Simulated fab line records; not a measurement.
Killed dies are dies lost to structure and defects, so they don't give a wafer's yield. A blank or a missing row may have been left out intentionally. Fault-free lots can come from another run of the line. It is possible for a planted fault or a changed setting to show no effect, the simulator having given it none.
Split-lot study :: flow n5Finfet :: on a route of 1938 steps: 7 lots, 21 wafers read

THE SPLIT
At N5_BEOL_M6_TRENCH_ETCH_37 (etches SiCOH lowk in C4F6/O2, target depth 94.435 nm, time 31.5 s), the setting sourceW was moved away from the recipe's 345 W on 6 of the 21 wafers read, by -17.2% to +18.0%. For the rest of the wafers, this setting stayed at what the recipe calls for.

FROM THE SPLIT TO THE READING: what the file shows between them, 15 steps
- N5_BEOL_M6_ETCH_41: etches SiCN in CH3F/O2, target depth 29.7 nm, time 52 s
- N5_BEOL_M6_STRIP_80: strips in N2/H2, time 10 s
- N5_BEOL_M6_OCD_MEAS_38
- N5_BEOL_M6_HM_STRIP_39: strips TiN in peroxide tin strip, target depth 25 nm, time 158 s
- N5_BEOL_M6_SRD_40: time 30 s
- N5_BEOL_M6_PRECLEAN_42: cleans in residue remover, time 60 s
- N5_BEOL_M6_SRD_43: time 30 s
- N5_BEOL_M6_CD_MEAS_35: target cd 40 nm, target cd y 28 nm
- N5_BEOL_M6_CURE_75: cures SiCOH lowk, time 120 s
- N5_BEOL_M6_DEGAS_44: time 60 s
- N5_BEOL_M6_ECD_50: material Cu, target thk 300 nm
- N5_BEOL_M6_ANNEAL_51: time 90 s
- N5_BEOL_M6_CMP_52: polishes, stops on SiCOH lowk, t overpolish 6.9 s, target thk 80 nm
- N5_BEOL_M6_PRE_CLEAN_55: time 15 s
- N5_BEOL_M6_DEP_56: deposits SiCN from 3MS/NH3, target thk 10 nm, time 17.5 s

THE READING
M6_RS, in ohm/sq, at N5_BEOL_M6_RS_MEAS_57 (measures by four-point-probe). Fault-free wafers of this fab line usually give 0.287 ohm/sq, standard deviation 0.0068 ohm/sq.

wafer: L075.3
tool, chamber at the split: rieDiel-06, 0
sourceW as run, W: 345
against the recipe: recipe
M6_RS, ohm/sq: 0.281
against lot-mates on the recipe: -

wafer: L075.5
tool, chamber at the split: rieDiel-06, 1
sourceW as run, W: 345
against the recipe: recipe
M6_RS, ohm/sq: 0.291
against lot-mates on the recipe: -

wafer: L075.6
tool, chamber at the split: rieDiel-06, 2
sourceW as run, W: 345
against the recipe: recipe
M6_RS, ohm/sq: 0.290
against lot-mates on the recipe: -

wafer: L080.1
tool, chamber at the split: rieDiel-05, 2
sourceW as run, W: 345
against the recipe: recipe
M6_RS, ohm/sq: 0.310
against lot-mates on the recipe: -

wafer: L080.2
tool, chamber at the split: rieDiel-05, 0
sourceW as run, W: 345
against the recipe: recipe
M6_RS, ohm/sq: 0.300
against lot-mates on the recipe: -

wafer: L080.4
tool, chamber at the split: rieDiel-05, 3
sourceW as run, W: 407
against the recipe: +18.0%
M6_RS, ohm/sq: 0.257
against lot-mates on the recipe: -0.048

wafer: L081.1
tool, chamber at the split: rieDiel-06, 3
sourceW as run, W: 345
against the recipe: recipe
M6_RS, ohm/sq: 0.294
against lot-mates on the recipe: -

wafer: L081.4
tool, chamber at the split: rieDiel-06, 2
sourceW as run, W: 345
against the recipe: recipe
M6_RS, ohm/sq: 0.288
against lot-mates on the recipe: -

wafer: L081.6
tool, chamber at the split: rieDiel-06, 0
sourceW as run, W: 345
against the recipe: recipe
M6_RS, ohm/sq: 0.280
against lot-mates on the recipe: -

wafer: L087.1
tool, chamber at the split: rieDiel-02, 0
sourceW as run, W: 345
against the recipe: recipe
M6_RS, ohm/sq: 0.278
against lot-mates on the recipe: -

wafer: L087.3
tool, chamber at the split: rieDiel-02, 3
sourceW as run, W: 285.6
against the recipe: -17.2%
M6_RS, ohm/sq: 0.317
against lot-mates on the recipe: +0.039

wafer: L087.4
tool, chamber at the split: rieDiel-02, 2
sourceW as run, W: 285.6
against the recipe: -17.2%
M6_RS, ohm/sq: 0.313
against lot-mates on the recipe: +0.035

wafer: L089.2
tool, chamber at the split: rieDiel-06, 2
sourceW as run, W: 345
against the recipe: recipe
M6_RS, ohm/sq: 0.291
against lot-mates on the recipe: -

wafer: L089.4
tool, chamber at the split: rieDiel-06, 3
sourceW as run, W: 345
against the recipe: recipe
M6_RS, ohm/sq: 0.291
against lot-mates on the recipe: -

wafer: L089.5
tool, chamber at the split: rieDiel-06, 3
sourceW as run, W: 345
against the recipe: recipe
M6_RS, ohm/sq: 0.295
against lot-mates on the recipe: -

wafer: L090.1
tool, chamber at the split: rieDiel-02, 1
sourceW as run, W: 370.8
against the recipe: +7.5%
M6_RS, ohm/sq: 0.278
against lot-mates on the recipe: -0.007

wafer: L090.2
tool, chamber at the split: rieDiel-02, 0
sourceW as run, W: 345
against the recipe: recipe
M6_RS, ohm/sq: 0.283
against lot-mates on the recipe: -

wafer: L090.5
tool, chamber at the split: rieDiel-02, 3
sourceW as run, W: 345
against the recipe: recipe
M6_RS, ohm/sq: 0.287
against lot-mates on the recipe: -

wafer: L094.1
tool, chamber at the split: rieDiel-06, 0
sourceW as run, W: 398
against the recipe: +15.4%
M6_RS, ohm/sq: 0.256
against lot-mates on the recipe: -0.017

wafer: L094.5
tool, chamber at the split: rieDiel-06, 0
sourceW as run, W: 345
against the recipe: recipe
M6_RS, ohm/sq: 0.273
against lot-mates on the recipe: -

wafer: L094.6
tool, chamber at the split: rieDiel-06, 1
sourceW as run, W: 398
against the recipe: +15.4%
M6_RS, ohm/sq: 0.268
against lot-mates on the recipe: -0.005

FIT RESULTS
A straight line over all 21 wafers: M6_RS changes by -0.00164 ohm/sq for each +1% of sourceW; r = -0.86; the points scatter about the line by 0.0083 ohm/sq.
The same after taking each lot's own level away (the mean of its wafers on the recipe; 21 wafers): -0.00178 ohm/sq for each +1%; r = -0.89; scatter 0.0078 ohm/sq.
The reading moves by 0.032 ohm/sq for the largest change in sourceW, on that fit.
The span of the lots' own levels, 0.2730 to 0.3050 ohm/sq, comes to 4.7 times the standard deviation stated above.
Consequently the slope shifts little with the lot-to-lot level, the two slopes agreeing.
Check: with one of the wafers moved furthest among these (+18.0%) left out of the fit, the line predicts -0.0243 ohm/sq for it against its lot-mates. It came out at -0.048 ohm/sq against them.
Tool readings at the split's step, against how far the setting was moved: rfVppV r = -0.91.

THE WHOLE CHAIN: every reading that the file lists as answering this split, in the file's order
step: N5_BEOL_M6_TRENCH_ETCH_37
what it does: etches SiCOH lowk in C4F6/O2, target depth 94.435 nm, time 31.5 s
reading: rfVppV
change (the file's fit): -3.8 V for each +1% of the setting
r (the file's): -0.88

step: N5_BEOL_M6_OCD_MEAS_38
what it does: 
reading: trenchDepthNm
change (the file's fit): +0.454 nm for each +1% of the setting
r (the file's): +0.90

step: N5_BEOL_M6_CMP_52
what it does: polishes, stops on SiCOH lowk, t overpolish 6.9 s, target thk 80 nm
reading: Cu_of_BEOL_M6_ECD_50.thkNm (the simulator's own value, which no gauge read)
change (the file's fit): +0.462 nm for each +1% of the setting
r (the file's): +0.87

step: N5_BEOL_M6_RS_MEAS_57
what it does: measures by four-point-probe
reading: M6_RS
change (the file's fit): -0.00189 for each +1% of the setting
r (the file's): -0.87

THE FILE'S OWN FIT
M6_RS changes by -0.00189 ohm/sq for each +1% of sourceW, r = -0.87.
